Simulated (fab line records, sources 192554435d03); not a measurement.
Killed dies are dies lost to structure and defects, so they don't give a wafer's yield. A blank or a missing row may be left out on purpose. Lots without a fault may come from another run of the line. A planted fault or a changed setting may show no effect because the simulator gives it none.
Chamber matching | flow n5_finfet | N5_BEOL_M7_CMP_52 on cmp-03: 4 sister chambers
The step polishes, stops on SiCOH lowk, t overpolish 6.9 s, target thk 80 nm. 4 wafers are shown with their chamber, then 8 later ones without.

WAFERS WITH THEIR CHAMBER
wafer  | chamber | motor_current_A (A)
L083.3 | 0       | 7.0
L087.5 | 2       | 6.4
L087.6 | 1       | 4.9
L086.1 | 3       | 6.2

WAFERS WITHOUT THEIR CHAMBER
wafer  | motor_current_A (A)
L086.3 | 6.2
L086.5 | 5.0
L088.3 | 6.4
L088.5 | 5.2
L088.6 | 7.5
L090.1 | 7.1
L090.3 | 6.0
L090.5 | 6.0

WHICH CHAMBER EACH WENT THROUGH
wafer  | from the rows above     | in truth
L086.3 | can't be placed: 3 or 2 | 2
L086.5 | 1                       | 1
L088.3 | can't be placed: 2 or 3 | 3
L088.5 | 1                       | 1
L088.6 | 0                       | 0
L090.1 | 0                       | 0
L090.3 | can't be placed: 3 or 2 | 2
L090.5 | can't be placed: 3 or 2 | 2
Placed correctly: 4 of 8. Can't be placed from these rows: 4 (the true chamber is among the candidates in 4). Placed wrongly: 0.
How it was worked out, from the rows above alone: a wafer's distance from a chamber is the root of the sum, over the readings, of the square of ((its reading less the chamber's mean) divided by the reading's scatter). The wafer belongs to the nearest chamber; if the next one is less than 2 further off, it can't be placed. A chamber's mean is the mean of its shown wafers. The scatter: with one shown wafer a chamber, the root of the mean of the squares of how far each hidden wafer lies from its nearest shown one.
